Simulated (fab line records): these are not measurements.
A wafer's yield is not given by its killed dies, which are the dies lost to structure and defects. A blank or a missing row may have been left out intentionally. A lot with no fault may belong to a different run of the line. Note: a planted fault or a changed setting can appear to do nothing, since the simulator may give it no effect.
Split-lot trial / flow n5_finfet / 7 lots, 21 wafers read, on a route of 1938 steps

== ON THE SPLIT ==
At N5_BEOL_M3_EXPOSE_08 (exposes mask M3), the setting dose_mj was moved away from the recipe's 33 on 3 of the 21 wafers read, by +4.2% to +5.6%. The other wafers ran this setting at the recipe's value.

== FROM THE SPLIT TO THE READING: what the file shows between them, 2 steps ==
- N5_BEOL_M3_PEB_09: peb time 60 s
- N5_BEOL_M3_DEVELOP_10: develop time 30 s

== THE READING ==
cd_nm, in nm, at N5_BEOL_M3_CD_MEAS_11 (target cd 17.05 nm). Fault-free wafers of this fab line usually give 17.10 nm, standard deviation 0.22 nm.

wafer=L074.3; tool, chamber at the split=euv_scanner-01, 0; dose_mj as run=33; against the recipe=recipe; cd_nm, nm=17.26; against lot-mates on the recipe=-
wafer=L074.4; tool, chamber at the split=euv_scanner-01, 0; dose_mj as run=33; against the recipe=recipe; cd_nm, nm=17.41; against lot-mates on the recipe=-
wafer=L074.6; tool, chamber at the split=euv_scanner-01, 0; dose_mj as run=34.85; against the recipe=+5.6%; cd_nm, nm=18.46; against lot-mates on the recipe=+1.12
wafer=L075.3; tool, chamber at the split=euv_scanner-01, 0; dose_mj as run=33; against the recipe=recipe; cd_nm, nm=17.33; against lot-mates on the recipe=-
wafer=L075.4; tool, chamber at the split=euv_scanner-01, 0; dose_mj as run=33; against the recipe=recipe; cd_nm, nm=17.47; against lot-mates on the recipe=-
wafer=L075.6; tool, chamber at the split=euv_scanner-01, 0; dose_mj as run=33; against the recipe=recipe; cd_nm, nm=17.03; against lot-mates on the recipe=-
wafer=L082.2; tool, chamber at the split=euv_scanner-02, 0; dose_mj as run=33; against the recipe=recipe; cd_nm, nm=17.23; against lot-mates on the recipe=-
wafer=L082.3; tool, chamber at the split=euv_scanner-02, 0; dose_mj as run=34.4; against the recipe=+4.2%; cd_nm, nm=18.04; against lot-mates on the recipe=+0.74
wafer=L082.5; tool, chamber at the split=euv_scanner-02, 0; dose_mj as run=33; against the recipe=recipe; cd_nm, nm=17.36; against lot-mates on the recipe=-
wafer=L083.1; tool, chamber at the split=euv_scanner-01, 0; dose_mj as run=33; against the recipe=recipe; cd_nm, nm=16.90; against lot-mates on the recipe=-
wafer=L083.5; tool, chamber at the split=euv_scanner-01, 0; dose_mj as run=33; against the recipe=recipe; cd_nm, nm=16.91; against lot-mates on the recipe=-
wafer=L083.6; tool, chamber at the split=euv_scanner-01, 0; dose_mj as run=33; against the recipe=recipe; cd_nm, nm=17.11; against lot-mates on the recipe=-
wafer=L087.3; tool, chamber at the split=euv_scanner-01, 0; dose_mj as run=33; against the recipe=recipe; cd_nm, nm=17.33; against lot-mates on the recipe=-
wafer=L087.4; tool, chamber at the split=euv_scanner-01, 0; dose_mj as run=33; against the recipe=recipe; cd_nm, nm=17.45; against lot-mates on the recipe=-
wafer=L087.6; tool, chamber at the split=euv_scanner-01, 0; dose_mj as run=33; against the recipe=recipe; cd_nm, nm=17.41; against lot-mates on the recipe=-
wafer=L091.2; tool, chamber at the split=euv_scanner-02, 0; dose_mj as run=33; against the recipe=recipe; cd_nm, nm=17.23; against lot-mates on the recipe=-
wafer=L091.4; tool, chamber at the split=euv_scanner-02, 0; dose_mj as run=34.48; against the recipe=+4.5%; cd_nm, nm=18.09; against lot-mates on the recipe=+0.87
wafer=L091.6; tool, chamber at the split=euv_scanner-02, 0; dose_mj as run=33; against the recipe=recipe; cd_nm, nm=17.21; against lot-mates on the recipe=-
wafer=L092.4; tool, chamber at the split=euv_scanner-01, 0; dose_mj as run=33; against the recipe=recipe; cd_nm, nm=17.04; against lot-mates on the recipe=-
wafer=L092.5; tool, chamber at the split=euv_scanner-01, 0; dose_mj as run=33; against the recipe=recipe; cd_nm, nm=16.86; against lot-mates on the recipe=-
wafer=L092.6; tool, chamber at the split=euv_scanner-01, 0; dose_mj as run=33; against the recipe=recipe; cd_nm, nm=17.07; against lot-mates on the recipe=-

FIT RESULTS
A straight line over all 21 wafers: cd_nm changes by +0.21 nm for each +1% of dose_mj; r = +0.89; the points scatter about the line by 0.19 nm.
The same after taking each lot's own level away (the mean of its wafers on the recipe; 21 wafers): +0.192 nm for each +1%; r = +0.96; scatter 0.1 nm.
That fit puts the effect of the largest move of dose_mj on the reading at 1.1 nm.
The lots' own levels span 16.973 to 17.397 nm, that is 1.9 times the standard deviation above.
Hence the lot-to-lot level has little effect on the slope; both slopes agree.
Check: +1.04 nm against its lot-mates is what the line predicts for one of the wafers moved furthest among these (+5.6%) when that wafer is left out of the fit. It came out at +1.12 nm against them.

== ADDITIONAL SPLITS CARRIED BY THESE WAFERS ==
Before the reading, these wafers also passed through other splits. Each is held against what the fit with the lots' levels taken away leaves over:
other split on the same wafers=N5_BEOL_M2_DESCUM_33 time_s; wafers away from the commonest value=7; r with cd_nm (lot level and that fit taken away)=-0.13
other split on the same wafers=N5_BEOL_M2_TRENCH_ETCH_37 source_w; wafers away from the commonest value=8; r with cd_nm (lot level and that fit taken away)=-0.09
other split on the same wafers=N5_BEOL_M3_PECVD_72 temp_c; wafers away from the commonest value=8; r with cd_nm (lot level and that fit taken away)=-0.19

== THE WHOLE CHAIN: every reading that the file lists as answering this split, in the file's order ==
step=N5_BEOL_M3_CD_MEAS_11; what it does=target cd 17.05 nm; reading=cd_nm; change (the file's fit)=+0.193 nm for each +1% of the setting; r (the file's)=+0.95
step=N5_BEOL_M3_ETCH_74; what it does=etches underlayer in N2/H2, target depth 6.5 nm, time 5.2 s; reading=BEOL_M3.cd_offset_nm (the simulator's own value, which no gauge read); change (the file's fit)=+0.215 nm for each +1% of the setting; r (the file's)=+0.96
step=N5_BEOL_M3_ETCH_63; what it does=etches SiARC in CF4, target depth 15.6 nm, time 26 s; reading=BEOL_M3.cd_offset_nm (the simulator's own value, which no gauge read); change (the file's fit)=+0.204 nm for each +1% of the setting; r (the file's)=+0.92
step=N5_BEOL_M3_ETCH_64; what it does=etches SOC in N2/H2, target depth 75 nm, overetch 15 nm, time 112.5 s; reading=BEOL_M3.cd_offset_nm (the simulator's own value, which no gauge read); change (the file's fit)=+0.18 nm for each +1% of the setting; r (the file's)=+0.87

== THE FILE'S OWN FIT ==
cd_nm changes by +0.193 nm for each +1% of dose_mj, r = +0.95.
